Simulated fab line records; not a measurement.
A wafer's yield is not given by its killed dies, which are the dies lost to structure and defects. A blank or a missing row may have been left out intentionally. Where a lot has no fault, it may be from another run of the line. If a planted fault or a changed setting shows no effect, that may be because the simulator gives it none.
fab line records	flow nandHarc
record lots=7	wafers=21	lastDay=24
route steps=1159 shown A_CONTACT@857 END@1159
lots that met no fault: from a run of the same line without faults
startH: the number of hours between the record's first day and the start of the first shown wafer of the lot	waitH: hours elapsed since this lot's preceding step	" unchanged from the row above	L1.1+2: one row covering several wafers at once	- value missing, or start not given	* or withheld: withheld	< > ~ a bound
route shown NAME@n: names a module that has steps shown in the file, with the first one's number in the route	usual: the fault-free wafers' mean and standard deviation	same: alike in all rows	chamber/n: place in a boat	sites: the reading at each site	_std_site: how widely they spread, as a standard deviation	_edge_site: the outer-site mean with the inner-site mean subtracted	radiusMm: how far each site lies from the wafer's centre	mask NAME#n: copy n	behind: the tool/chamber that last shaped the wafer	hold: why the lot went on hold/how many hours it stayed there/how the hold came to an end	device: names the non-switching transistor (n, p or np)	end of line: the route-end tests of the same wafers	a step with no rows: only its recipe	killed: at the first sort, the dies lost to defects and structure; wafer yield is something else	map: per-die view of a wafer (x killed, . not killed, _ where there is no die)
set.NAME: the setting the step ran with; set.NAME@STEP: the setting that earlier step ran with	model.NAME: the simulator's own value behind a step, which no gauge read
lots seen at some steps along the route; tables by step, rows by wafer
services: the hour from which a tool's chamber was out of use, counted from the record's first day as startH (under 0 if before that day), plus the number of hours and why
## steps
# step NHARC_A_CONTACT_DESCUM_47
# recipe timeS=3	o2FlowSccm=200	arFlowSccm=0	biasPowerW=0	chemistry=O2
# step NHARC_A_CONTACT_ETCH_48
# recipe targetDepthA=390	overEtchFrac=0.3	timeS=65	ionEnergyEv=80	cf4FlowSccm=150	arFlowSccm=0	rfW=300	biasW=100	chemistry=CF4
# step NHARC_A_CONTACT_ETCH_49
# recipe targetDepthA=2600	overEtchFrac=0.3	timeS=475.3	ionEnergyEv=200	n2FlowSccm=150	h2FlowSccm=150	arFlowSccm=0	rfW=400	biasW=150	chemistry=N2/H2
# usual drypumpMotorCurrentA=5.6/0.4	oesProductAu=1.003/0.018	rfVppV=430/3.5	showerheadPlenumPTorr=2.02/0.12	throttleValvePct=14.170/0.0087
# same timeS=475.3
lot.wafer	tool	chamber	startH	waitH	drypumpMotorCurrentA	oesProductAu	rfHoursCounterH	rfVppV	showerheadPlenumPTorr	throttleValvePct
L279.3	rieDiel-03	2	-	-	5.5	1.012	43	434	2.18	14.174
L279.5	"	3	"	"	5.6	1.006	-	427	1.89	14.183
L279.6	"	0	"	"	5.7	1.009	-	434	2.18	14.179
L288.2	rieDiel-10	0	-	-	5.7	1.003	14	429	2.00	14.173
L288.4	"	3	"	"	5.2	1.006	14	428	1.98	14.166
L288.5	"	1	"	"	5.3	1.018	-	426	1.88	14.157
L291.1	rieDiel-11	1	-	-	5.4	0.982	30	426	1.89	14.164
L291.3	"	2	"	"	6.1	1.004	30	426	1.89	14.182
L291.2	"	3	"	"	5.3	0.976	29	426	1.91	14.163
L295.1	rieDiel-10	1	-	-	5.3	1.025	23	427	1.88	14.183
L295.3	"	0	"	"	5.8	1.001	24	430	2.00	14.172
L295.5	"	2	"	"	6.1	0.968	-	432	2.15	14.163
L297.4	rieDiel-10	0	-	-	5.7	1.004	27	429	2.00	14.183
L297.3	"	2	"	"	6.0	0.973	25	434	2.15	14.169
L297.1	"	3	"	"	5.2	1.006	27	427	1.98	14.161
L298.3	rieDiel-11	3	-	-	5.3	0.980	37	427	1.90	14.159
L298.1	"	1	"	"	5.5	0.984	38	426	1.88	14.169
L298.2	"	2	"	"	6.1	0.996	38	426	1.88	14.153
L301.2	rieDiel-11	3	-	-	5.3	0.981	43	428	1.90	14.173
L301.3	"	2	"	"	6.1	1.018	43	425	1.88	14.171
L301.5	"	3	"	"	5.3	0.984	-	428	1.90	14.151
# step NHARC_A_CONTACT_ETCH_50
# recipe targetDepthA=847	timeS=42.4	cf4FlowSccm=100	chf3FlowSccm=30	arFlowSccm=0	rfW=500	biasW=200	chemistry=CF4/CHF3
# step NHARC_A_CONTACT_ETCH_51
# recipe targetDepthA=36000	overEtchFrac=0.3	timeS=936	ionEnergyEv=150	o2FlowSccm=400	cosFlowSccm=20	arFlowSccm=0	rfW=500	biasW=300	chemistry=O2/COS
# step NHARC_A_CONTACT_ETCH_111
# recipe sourceW=withheld	pressureMtorr=20	biasV=withheld	timeS=140	targetDepthA=7000	arFlowSccm=withheld	c4f8FlowSccm=withheld	o2FlowSccm=withheld	chemistry=C4F8/O2/Ar
# step NHARC_A_CONTACT_ETCH_112
# recipe sourceW=withheld	pressureMtorr=20	biasV=3000	timeS=94	targetDepthA=9220	arFlowSccm=withheld	c4f8FlowSccm=withheld	o2FlowSccm=withheld	chemistry=C4F8/O2/Ar
# step NHARC_A_CONTACT_ETCH_113
# recipe sourceW=withheld	pressureMtorr=20	biasV=3000	timeS=94	targetDepthA=9220	arFlowSccm=withheld	c4f8FlowSccm=withheld	o2FlowSccm=withheld	chemistry=C4F8/O2/Ar
# step NHARC_A_CONTACT_ETCH_114
# recipe sourceW=withheld	pressureMtorr=20	biasV=3000	timeS=94	targetDepthA=9220	arFlowSccm=withheld	c4f8FlowSccm=withheld	o2FlowSccm=withheld	chemistry=C4F8/O2/Ar
# step NHARC_A_CONTACT_ETCH_115
# recipe sourceW=withheld	pressureMtorr=20	biasV=3000	timeS=94	targetDepthA=9220	arFlowSccm=withheld	c4f8FlowSccm=withheld	o2FlowSccm=withheld	chemistry=C4F8/O2/Ar
# same timeS=94
lot.wafer	tool	chamber	startH	waitH	rfHoursCounterH
L279.3	harCapEtch-03	0	367.29	0.1	-
L279.6	"	1	"	"	-
L279.5	"	0	"	"	-
L288.2	harCapEtch-02	1	427.30	0.1	18
L288.4	"	0	"	"	-
L288.5	"	1	"	"	-
L291.1	harCapEtch-03	1	455.97	0.1	93
L291.2	"	0	"	"	93
L291.3	"	0	"	"	-
L295.1	harCapEtch-03	0	467.45	0.1	97
L295.3	"	1	"	"	-
L295.5	"	0	"	"	-
L297.1	harCapEtch-03	0	474.98	0.1	99
L297.4	"	1	"	"	-
L297.3	"	0	"	"	-
L298.1	harCapEtch-03	1	476.69	0.1	100
L298.2	"	0	"	"	100
L298.3	"	0	"	"	-
L301.2	harCapEtch-01	1	496.13	0.1	79
L301.3	"	0	"	"	-
L301.5	"	0	"	"	-
# step NHARC_A_CONTACT_ETCH_116
# recipe sourceW=withheld	pressureMtorr=20	biasV=3000	timeS=94	targetDepthA=9220	arFlowSccm=withheld	c4f8FlowSccm=withheld	o2FlowSccm=withheld	chemistry=C4F8/O2/Ar
# step NHARC_A_CONTACT_ETCH_117
# recipe sourceW=withheld	pressureMtorr=20	biasV=3000	timeS=94	targetDepthA=9220	arFlowSccm=withheld	c4f8FlowSccm=withheld	o2FlowSccm=withheld	chemistry=C4F8/O2/Ar
# same timeS=94
lot.wafer	tool	chamber	startH	waitH	rfHoursCounterH
L279.3	harCapEtch-03	0	367.47	0.1	-
L279.6	"	1	"	"	-
L279.5	"	0	"	"	-
L288.2	harCapEtch-02	1	427.48	0.1	18
L288.4	"	0	"	"	-
L288.5	"	1	"	"	-
L291.1	harCapEtch-03	1	456.15	0.1	93
L291.2	"	0	"	"	93
L291.3	"	0	"	"	-
L295.1	harCapEtch-03	0	467.64	0.1	97
L295.3	"	1	"	"	-
L295.5	"	0	"	"	-
L297.1	harCapEtch-03	0	475.16	0.1	99
L297.4	"	1	"	"	-
L297.3	"	0	"	"	-
L298.1	harCapEtch-03	1	476.87	0.1	100
L298.2	"	0	"	"	100
L298.3	"	0	"	"	-
L301.2	harCapEtch-01	1	496.32	0.1	79
L301.3	"	0	"	"	-
L301.5	"	0	"	"	-
# step NHARC_A_CONTACT_ETCH_118
# recipe sourceW=withheld	pressureMtorr=20	biasV=3000	timeS=94	targetDepthA=9220	arFlowSccm=withheld	c4f8FlowSccm=withheld	o2FlowSccm=withheld	chemistry=C4F8/O2/Ar
# step NHARC_A_CONTACT_ETCH_119
# recipe sourceW=withheld	pressureMtorr=20	biasV=3000	timeS=94	targetDepthA=9220	arFlowSccm=withheld	c4f8FlowSccm=withheld	o2FlowSccm=withheld	chemistry=C4F8/O2/Ar
# step NHARC_A_CONTACT_ETCH_120
# recipe sourceW=withheld	pressureMtorr=20	biasV=3000	timeS=94	targetDepthA=9220	arFlowSccm=withheld	c4f8FlowSccm=withheld	o2FlowSccm=withheld	chemistry=C4F8/O2/Ar
# step NHARC_A_CONTACT_ETCH_121
# recipe sourceW=withheld	pressureMtorr=20	biasV=3000	timeS=94	targetDepthA=9220	arFlowSccm=withheld	c4f8FlowSccm=withheld	o2FlowSccm=withheld	chemistry=C4F8/O2/Ar
# same timeS=94
lot.wafer	tool	chamber	startH	waitH	rfHoursCounterH
L279.3	harCapEtch-03	0	367.83	0.1	-
L279.6	"	1	"	"	-
L279.5	"	0	"	"	-
L288.2	harCapEtch-02	1	427.85	0.1	18
L288.4	"	0	"	"	-
L288.5	"	1	"	"	-
L291.1	harCapEtch-03	1	456.51	0.1	93
L291.2	"	0	"	"	93
L291.3	"	0	"	"	-
L295.1	harCapEtch-03	0	468.00	0.1	97
L295.3	"	1	"	"	-
L295.5	"	0	"	"	-
L297.1	harCapEtch-03	0	475.53	0.1	99
L297.4	"	1	"	"	-
L297.3	"	0	"	"	-
L298.1	harCapEtch-03	1	477.24	0.1	100
L298.2	"	0	"	"	100
L298.3	"	0	"	"	-
L301.2	harCapEtch-01	1	496.68	0.1	79
L301.3	"	0	"	"	-
L301.5	"	0	"	"	-
# step NHARC_A_CONTACT_ETCH_122
# recipe sourceW=withheld	pressureMtorr=20	biasV=3000	timeS=95	targetDepthA=9300	arFlowSccm=withheld	c4f8FlowSccm=withheld	o2FlowSccm=withheld	chemistry=C4F8/O2/Ar
# step NHARC_A_CONTACT_ETCH_123
# recipe sourceW=withheld	pressureMtorr=20	biasV=400	timeS=253	targetDepthA=10900	arFlowSccm=withheld	c4f8FlowSccm=11.5	o2FlowSccm=7.2	chemistry=C4F8/O2/Ar
# step NHARC_A_CONTACT_ETCH_90
# recipe targetDepthA=400	overEtchFrac=0.5	timeS=85.7	ionEnergyEv=120	ch3fFlowSccm=50	o2FlowSccm=30	arFlowSccm=200	rfW=500	biasW=100	chemistry=CH3F/O2
# step NHARC_A_CONTACT_ETCH_96
# recipe targetDepthA=200	overEtchFrac=0.5	timeS=10	ionEnergyEv=250	c4f6FlowSccm=25	o2FlowSccm=20	arFlowSccm=500	rfW=600	biasW=500	chemistry=C4F6/O2
# step NHARC_A_CONTACT_CD_MEAS_53
# usual cdNm=189.4/0.8
lot.wafer	tool	chamber	startH	waitH	cdNm
L279.3	cdSem-03	-	368.79	-	190.6
L279.5	"	-	"	"	189.2
L279.6	"	-	"	"	190.1
L288.2	cdSem-02	-	429.17	-	190.0
L288.4	"	-	"	"	189.6
L288.5	"	-	"	"	190.1
L291.1	cdSem-02	-	457.66	-	188.9
L291.2	"	-	"	"	188.8
L291.3	"	-	"	"	188.6
L295.1	cdSem-01	-	468.99	-	189.8
L295.3	"	-	"	"	189.7
L295.5	"	-	"	"	189.9
L297.1	cdSem-03	-	476.55	-	188.2
L297.3	"	-	"	"	188.2
L297.4	"	-	"	"	188.4
L298.1	cdSem-03	-	478.23	-	189.6
L298.2	"	-	"	"	189.7
L298.3	"	-	"	"	190.4
L301.2	cdSem-01	-	497.68	-	190.5
L301.3	"	-	"	"	189.5
L301.5	"	-	"	"	190.1
# step NHARC_A_CONTACT_STRIP_99
# recipe n2FlowSccm=150	h2FlowSccm=150	arFlowSccm=0	biasW=0	chemistry=N2/H2
# step NHARC_A_CONTACT_STRIP_100
# recipe cf4FlowSccm=100	chf3FlowSccm=30	arFlowSccm=0	biasW=0	chemistry=CF4/CHF3
# step NHARC_A_CONTACT_STRIP_101
# recipe o2FlowSccm=400	cosFlowSccm=20	arFlowSccm=0	biasW=0	chemistry=O2/COS
# step NHARC_A_CONTACT_ETCH_102
# recipe targetDepthA=700	overetchA=70	timeS=38.5	ionEnergyEv=100	cf4FlowSccm=80	o2FlowSccm=20	arFlowSccm=0	rfW=300	biasW=100	chemistry=CF4/O2
# usual drypumpMotorCurrentA=5.6/0.38	oesProductAu=1.002/0.017	rfVppV=197.3/1.7	showerheadPlenumPTorr=1.31/0.076	throttleValvePct=13.398/0.0092
# same timeS=38.5
lot.wafer	tool	chamber	startH	waitH	drypumpMotorCurrentA	oesProductAu	rfHoursCounterH	rfVppV	showerheadPlenumPTorr	throttleValvePct
L279.3	rieDiel-03	3	369.10	0.1	5.6	1.003	59	196.1	1.24	13.392
L279.6	"	1	"	"	5.2	0.992	-	195.9	1.29	13.380
L279.5	"	2	"	"	5.5	1.022	-	199.1	1.42	13.403
L288.2	rieDiel-10	3	429.48	0.1	5.2	1.010	15	196.6	1.30	13.401
L288.4	"	2	"	"	6.0	0.982	14	199.0	1.41	13.416
L288.5	"	0	"	"	5.7	0.998	-	197.3	1.31	13.399
L291.1	rieDiel-11	1	458.10	0.1	5.4	0.980	32	195.8	1.24	13.394
L291.3	"	2	"	"	6.1	1.003	33	195.0	1.24	13.400
L291.2	"	0	"	"	6.8	0.966	24	201.1	1.43	13.394
L295.3	rieDiel-03	2	469.29	0.1	5.5	1.010	22	199.1	1.42	13.385
L295.1	"	1	"	"	5.2	1.020	25	195.9	1.29	13.403
L295.5	"	3	"	"	5.6	1.013	-	199.0	1.44	13.399
L297.4	rieDiel-10	2	476.89	0.1	6.0	0.986	27	200.3	1.40	13.381
L297.3	"	3	"	"	5.2	1.020	28	198.5	1.30	13.393
L297.1	"	0	"	"	5.7	1.008	28	197.0	1.31	13.386
L298.2	rieDiel-10	0	478.52	0.1	5.7	1.001	28	196.8	1.31	13.395
L298.3	"	2	"	"	6.0	0.969	27	200.1	1.40	13.398
L298.1	"	3	"	"	5.2	1.011	28	198.1	1.30	13.397
L301.2	rieDiel-10	0	497.99	0.1	5.7	1.002	32	197.5	1.31	13.396
L301.3	"	2	"	"	6.1	0.979	30	197.5	1.40	13.406
L301.5	"	0	"	"	5.7	1.006	-	196.2	1.31	13.395
# step NHARC_A_CONTACT_STRIP_55
# recipe o2FlowSccm=500	arFlowSccm=0	biasW=0	chemistry=O2
# step NHARC_A_CONTACT_STRIP_56
# recipe timeS=600	tempC=30	chemistry=postEtchResidueRemover
# step NHARC_A_CONTACT_DEP_57
# recipe targetThkA=28000	tempC=400	material=aC
# usual susceptorTempC=399.93/0.22	throttleValvePct=35.001/0.0087
lot.wafer	tool	chamber	startH	waitH	susceptorTempC	throttleValvePct
L279.3	aclDep-03	0	371.83	-	399.87	34.995
L279.5	"	0	"	"	399.91	34.971
L279.6	"	0	"	"	399.83	34.998
L288.2	aclDep-02	0	432.20	-	-	35.012
L288.4	"	0	"	"	-	35.001
L288.5	"	0	"	"	-	34.991
L291.1	aclDep-03	0	458.89	-	-	35.005
L291.2	"	0	"	"	-	35.005
L291.3	"	0	"	"	-	34.999
L295.1	aclDep-02	0	470.45	-	399.76	34.987
L295.3	"	0	"	"	399.88	34.991
L295.5	"	0	"	"	399.74	34.991
L297.1	aclDep-03	0	477.59	-	399.98	35.000
L297.3	"	0	"	"	400.00	34.993
L297.4	"	0	"	"	400.15	35.004
L298.1	aclDep-02	0	481.14	-	399.79	34.998
L298.2	"	0	"	"	400.05	34.996
L298.3	"	0	"	"	399.97	34.991
L301.2	aclDep-01	0	498.94	-	-	35.013
L301.3	"	0	"	"	-	35.008
L301.5	"	0	"	"	-	34.997
# step NHARC_A_CONTACT_DEP_58
# recipe targetThkA=600	targetThkNm=60	tempC=400	pressureTorr=3.5	flowSccm=200	rfW=350	material=SiON
# step NHARC_A_CONTACT_DEHYDRATE_59
# recipe tempC=150	timeS=120
# step NHARC_A_CONTACT_HMDS_60
# recipe timeS=30
# step NHARC_A_CONTACT_COAT_61
# recipe tempC=260	timeS=75
# step NHARC_A_CONTACT_COAT_62
# recipe tempC=225	timeS=65
# step NHARC_A_CONTACT_COAT_63
# recipe spinRpm=1500	resistThkNm=90
# step NHARC_A_CONTACT_SOFTBAKE_64
# recipe tempC=105	timeS=55
# step NHARC_A_CONTACT_EBR_65
# step NHARC_A_CONTACT_EXPOSE_66
# recipe na=1.35	sigmaOuter=0.8	doseMj=59.02	maskId=A_CC_2
# step NHARC_A_CONTACT_PEB_67
# recipe pebTempC=100	pebTimeS=65
# step NHARC_A_CONTACT_DEVELOP_68
# recipe developTimeS=35	devTempC=23
# step NHARC_A_CONTACT_CD_MEAS_69
# recipe targetCdNm=200	landingEnergyEv=500
# usual cdNm=200.3/0.64
lot.wafer	tool	chamber	startH	waitH	cdNm
L279.3	cdSem-02	0	373.74	-	199.8
L279.5	"	0	"	"	199.6
L279.6	"	0	"	"	200.1
L288.2	cdSem-03	0	434.37	-	201.2
L288.4	"	0	"	"	201.9
L288.5	"	0	"	"	201.5
L291.1	cdSem-03	0	461.36	-	200.5
L291.2	"	0	"	"	200.1
L291.3	"	0	"	"	200.5
L295.1	cdSem-01	0	472.89	-	201.2
L295.3	"	0	"	"	200.1
L295.5	"	0	"	"	201.1
L297.1	cdSem-01	0	480.08	-	200.1
L297.3	"	0	"	"	200.7
L297.4	"	0	"	"	201.0
L298.1	cdSem-02	0	483.62	-	200.0
L298.2	"	0	"	"	200.3
L298.3	"	0	"	"	200.6
L301.2	cdSem-01	0	501.12	-	200.6
L301.3	"	0	"	"	199.9
L301.5	"	0	"	"	200.7
# step NHARC_A_CONTACT_OVL_MEAS_70
# usual overlayXNm=0.1/0.61	overlayYNm=-0.1/1.1
lot.wafer	tool	chamber	startH	waitH	overlayXNm	overlayYNm
L279.3	overlay-02	-	373.82	-	-0.4	-1.9
L279.5	"	-	"	"	0.2	-2.0
L279.6	"	-	"	"	-0.3	-1.7
L288.2	overlay-02	-	434.46	-	-0.2	1.9
L288.4	"	-	"	"	-0.5	1.0
L288.5	"	-	"	"	-0.7	1.3
L291.1	overlay-02	-	461.44	-	0.3	-2.1
L291.2	"	-	"	"	0.0	-2.3
L291.3	"	-	"	"	0.4	-1.7
L295.1	overlay-01	-	472.98	-	0.6	-0.4
L295.3	"	-	"	"	1.0	0.5
L295.5	"	-	"	"	0.9	0.4
L297.1	overlay-01	-	480.19	-	-0.7	-1.4
L297.3	"	-	"	"	-0.2	-1.0
L297.4	"	-	"	"	-0.9	-1.6
L298.1	overlay-02	-	483.71	-	0.0	0.7
L298.2	"	-	"	"	0.3	0.2
L298.3	"	-	"	"	-0.3	0.5
L301.2	overlay-02	-	501.21	-	-0.8	0.6
L301.3	"	-	"	"	0.4	0.5
L301.5	"	-	"	"	-0.3	0.5
# step NHARC_END_SORT_01
# recipe tempC=25
# usual killedAtArray=26/8.4	killedAtOther=0.7/0.97	killedAtPeriphery=3.2/2.2	killedDies=30/8.5	killedOpen=3.4/2	killedShort=2/1.3
# same grossDies=677
lot.wafer	tool	chamber	startH	waitH	killedAtArray	killedAtOther	killedAtPeriphery	killedDies	killedOpen	killedShort
L279.3	prober-02	0	443.33	3.1	24	1	1	26	3	1
L279.5	prober-02	0	444.92	3.7	25	1	4	30	1	4
L279.6	prober-02	0	445.72	4.0	26	1	4	31	1	2
L291.1	prober-01	0	521.02	2.5	15	0	3	18	5	2
L291.2	prober-01	0	521.82	2.8	25	1	8	34	9	2
L291.3	prober-01	0	522.62	3.1	16	3	4	23	4	1
L295.1	prober-01	0	541.40	2.5	29	0	97	126	2	2
L295.3	prober-01	0	542.99	3.1	28	0	63	91	2	2
L295.5	prober-01	0	544.59	3.7	25	2	101	128	3	3
L298.1	prober-02	0	544.19	2.5	32	0	94	126	4	3
L298.2	prober-02	0	544.97	2.8	30	0	61	91	1	4
L298.3	prober-02	0	545.76	3.1	18	0	64	82	3	2
L297.1	prober-01	0	549.18	2.5	26	0	66	92	1	1
L297.3	prober-01	0	550.79	3.1	19	0	97	116	0	0
L297.4	prober-01	0	551.59	3.4	35	0	102	137	1	1
# killed by level:class
L279.3 A_CHANNEL_HOLE_D1:chamberFilmFlake=14 A_SLIT:chamberFilmFlake=6 P_CONTACT:geometricParticle:open=1 A_WL_FILL:geometricParticle:short=1 A_WL_FILL:geometricParticle:open=1 A_M0:geometricParticle:open=1 A_CONTACT:chamberFilmFlake=1 THIN_TSV:chamberFilmFlake=1
L279.5 A_CHANNEL_HOLE_D1:chamberFilmFlake=12 A_SLIT:chamberFilmFlake=5 P_M1:chamberFilmFlake=4 A_ONON_D1:geometricParticle:short=3 A_CONTACT:chamberFilmFlake=3 THIN_TSV:chamberFilmFlake=1 A_M0:geometricParticle:short=1 A_M0:geometricParticle:open=1
L279.6 A_CHANNEL_HOLE_D1:chamberFilmFlake=15 A_SLIT:chamberFilmFlake=8 P_M1:chamberFilmFlake=3 P_CONTACT:geometricParticle:short=1 A_ONON_D1:geometricParticle:short=1 A_ONON_D1:geometricParticle:open=1 A_CONTACT:chamberFilmFlake=1 THIN_TSV:chamberFilmFlake=1
L291.1 A_CONTACT:chamberFilmFlake=4 A_CONTACT:geometricParticle:open=3 A_CHANNEL_HOLE_D1:chamberFilmFlake=3 A_STAIRCASE:chamberFilmFlake=2 P_GATE:geometricParticle:open=1 P_CONTACT:geometricParticle:open=1 A_CONTACT:geometricParticle:short=1 A_M1:geometricParticle:short=1
L291.2 A_CHANNEL_HOLE_D1:chamberFilmFlake=7 A_CONTACT:geometricParticle:open=3 A_BLC:geometricParticle:open=3 P_ZERO_WELL:chamberFilmFlake=3 P_GATE:chamberFilmFlake=3 A_STAIRCASE:chamberFilmFlake=3 A_CONTACT:chamberFilmFlake=3 P_CONTACT:geometricParticle:short=1
L291.3 A_CONTACT:chamberFilmFlake=5 THIN_TSV:chamberFilmFlake=3 A_WL_FILL:geometricParticle:open=2 A_CHANNEL_FILL_D1:chamberFilmFlake=2 A_STAIRCASE:chamberFilmFlake=2 A_M1:chamberFilmFlake=2 P_CONTACT:geometricParticle:short=1 P_CONTACT:geometricParticle:open=1
L295.1 P_GATE:unspecified=94 A_CHANNEL_HOLE_D1:chamberFilmFlake=20 A_CONTACT:chamberFilmFlake=4 P_ZERO_WELL:chamberFilmFlake=2 P_M0:geometricParticle:open=1 A_CHANNEL_HOLE_D1:geometricParticle:open=1 A_WL_FILL:geometricParticle:short=1 A_CONTACT:geometricParticle:short=1
L295.3 P_GATE:unspecified=61 A_CHANNEL_HOLE_D1:chamberFilmFlake=18 A_STAIRCASE:chamberFilmFlake=3 P_ZERO_WELL:chamberFilmFlake=2 A_CONTACT:chamberFilmFlake=2 A_SOURCE_PLATE:geometricParticle:open=1 A_WL_FILL:geometricParticle:short=1 A_CONTACT:geometricParticle:short=1
L298.1 P_GATE:unspecified=91 A_CHANNEL_HOLE_D1:chamberFilmFlake=24 P_GATE:geometricParticle:open=2 A_CONTACT:chamberFilmFlake=2 P_CONTACT:geometricParticle:short=1 A_CHANNEL_HOLE_D1:geometricParticle:short=1 A_SGD_CUT:geometricParticle:short=1 A_SGD_CUT:geometricParticle:open=1
L295.5 P_GATE:unspecified=99 A_CHANNEL_HOLE_D1:chamberFilmFlake=17 A_CONTACT:chamberFilmFlake=2 THIN_TSV:chamberFilmFlake=2 P_GATE:geometricParticle:open=1 P_M0:geometricParticle:short=1 A_CHANNEL_HOLE_D1:geometricParticle:open=1 A_CHANNEL_FILL_D1:geometricParticle:short=1
L298.2 P_GATE:unspecified=55 A_CHANNEL_HOLE_D1:chamberFilmFlake=19 A_ZERO_WELL:chamberFilmFlake=4 P_ZERO_WELL:chamberFilmFlake=2 P_GATE:chamberFilmFlake=2 P_CONTACT:geometricParticle:short=1 A_SOURCE_PLATE:geometricParticle:short=1 A_ONON_D1:geometricParticle:open=1
L298.3 P_GATE:unspecified=61 A_CHANNEL_HOLE_D1:chamberFilmFlake=6 A_CONTACT:chamberFilmFlake=4 A_M0:geometricParticle:open=2 P_M2:chamberFilmFlake=2 P_CONTACT:geometricParticle:open=1 A_SGD_CUT:geometricParticle:short=1 A_M0:geometricParticle:short=1
L297.1 P_GATE:unspecified=62 A_SLIT:chamberFilmFlake=9 A_CHANNEL_HOLE_D1:chamberFilmFlake=6 A_M0:chamberFilmFlake=5 A_CONTACT:chamberFilmFlake=4 P_GATE:chamberFilmFlake=3 A_WL_FILL:geometricParticle:short=1 A_M0:geometricParticle:open=1
L297.3 P_GATE:unspecified=95 A_CHANNEL_HOLE_D1:chamberFilmFlake=8 A_SLIT:chamberFilmFlake=5 A_M0:chamberFilmFlake=3 A_STAIRCASE:chamberFilmFlake=2 P_ZERO_WELL:chamberFilmFlake=1 P_STI:chamberFilmFlake=1 A_CONTACT:chamberFilmFlake=1
L297.4 P_GATE:unspecified=100 A_SLIT:chamberFilmFlake=15 A_CHANNEL_HOLE_D1:chamberFilmFlake=12 A_CONTACT:chamberFilmFlake=3 P_GATE:chamberFilmFlake=2 A_STAIRCASE:chamberFilmFlake=2 A_CHANNEL_FILL_D1:geometricParticle:short=1 A_CONTACT:geometricParticle:open=1
# map L295.5 (x killed, . not)
____________.____________
_________......._________
_______....x..x..._______
______........x....______
_____.....xxxxx....._____
____.....xxxxxxxx....____
____.....xxxxxxxx.x..____
___.....xxxxxxxx.x....___
___......xxxxxxx.....x___
__.x.x..xxxxxxxxx......__
__......xxxxxxxxxx.....__
_......xxxxxxxxxx......._
_........xxxxxxxxx......_
_........xxxxxxx...x...._
_........xxxxxxx........_
_..........xx..........._
............xx........x.x
............x...........x
.......................xx
...................x..xx.
......................xxx
_....................xxx_
_.x..................x.x_
_.........x......x...xx._
_...............xx......_
_.....x................._
__.....................__
__.....................__
___...................___
___...................___
____.................____
____.........x.......____
_____..............._____
______............x______
_______..........._______
_________......._________
____________.____________
# map L297.4 (x killed, . not)
____________.____________
_________......._________
_______....x......_______
______.....xxx.....______
_____....xxxxx......_____
____......xxxxxx.....____
____....xxxxxxxxx....____
___...x..xxxxxxx.x....___
___.....xxxxxxxxx..x..___
__.xx...xxxxxxxxx......__
__..xxxx.xxxxxxx.......__
_..xxx..xxxxxxxxxx......_
_.xx.x...xxxxxxx.x......_
_...x...xxxxxxxx........_
_....x...xxxxx.xx......._
_.........xxxxxx........_
............xxx..........
..........x..............
..................x..xx..
....................x....
.........................
_.................x...x._
_........x............x._
_.........x............._
_......................x_
_......x....x.......x..._
__.....x............x..__
__........x............__
___..........x.......x___
___...................___
____................x____
____..............x..____
_____..............._____
______......x......______
_______..........._______
_________......._________
____________.____________
## services
tool	chamber	startH	hours	kind
aclDep-02	-	348.96	13.0	pm
rieDiel-10	-	353.50	9.0	pm
rieDiel-10	0	353.50	9.0	ventCycle
rieDiel-10	1	353.50	9.0	ventCycle
rieDiel-10	2	353.50	9.0	ventCycle
rieDiel-10	3	353.50	9.0	ventCycle
rieDiel-10	0	362.50	-	clean
rieDiel-10	1	362.50	-	clean
rieDiel-10	2	362.50	-	clean
rieDiel-10	3	362.50	-	clean
rieDiel-11	-	368.22	9.0	pm
rieDiel-10	0	387.00	-	clean
rieDiel-10	1	387.00	-	clean
rieDiel-10	2	387.00	-	clean
rieDiel-10	3	387.00	-	clean
rieDiel-03	-	392.56	9.0	pm
aclDep-03	-	406.51	13.0	pm
rieDiel-10	1	416.03	3.8	repair
harCapEtch-03	-	416.76	1.5	repair
rieDiel-11	0	416.98	5.5	repair
rieDiel-11	0	439.12	16.0	repair
aclDep-01	-	477.23	13.0	pm
harCapEtch-01	-	479.35	0.7	repair
rieDiel-03	-	489.57	0.8	repair
## key
firstSign step=NHARC_END_SORT_01	reading=killedAtPeriphery	direction=up	sigmas=37	usual=3.2	struck=82.8
effect step=NHARC_END_SORT_01	reading=killedDies	direction=up	sigmas=9.4	usual=30	struck=110
metAt NHARC_A_CONTACT_ETCH_117
struckWafers L295.1,L295.3,L295.5,L297.1,L297.3,L297.4,L298.1,L298.2,L298.3
testerLeftOut L295,L297,L298
onsetBetween 456.15 467.64
alsoFits NHARC_A_CONTACT_ETCH_115:harCapEtch-03,NHARC_A_CONTACT_ETCH_121:harCapEtch-03
earlierFault kind=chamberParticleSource	tool=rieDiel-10	chamber=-	onsetH=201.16	steps=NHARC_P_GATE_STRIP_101	ratePerVisitCm2=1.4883
fault kind=processParameterDrift	tool=harCapEtch-03	chamber=-	onsetH=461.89	steps=NHARC_A_CONTACT_ETCH_117	channel=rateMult	offset=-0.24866	shape=step
# testerLeftOut: of these lots the tester's yield and bins aren't shown, on N5 and GAA mostly nor the transistor test; their killed dies are dies lost to structure and defects alone, not to doping, threshold or leakage, so they don't give the yield
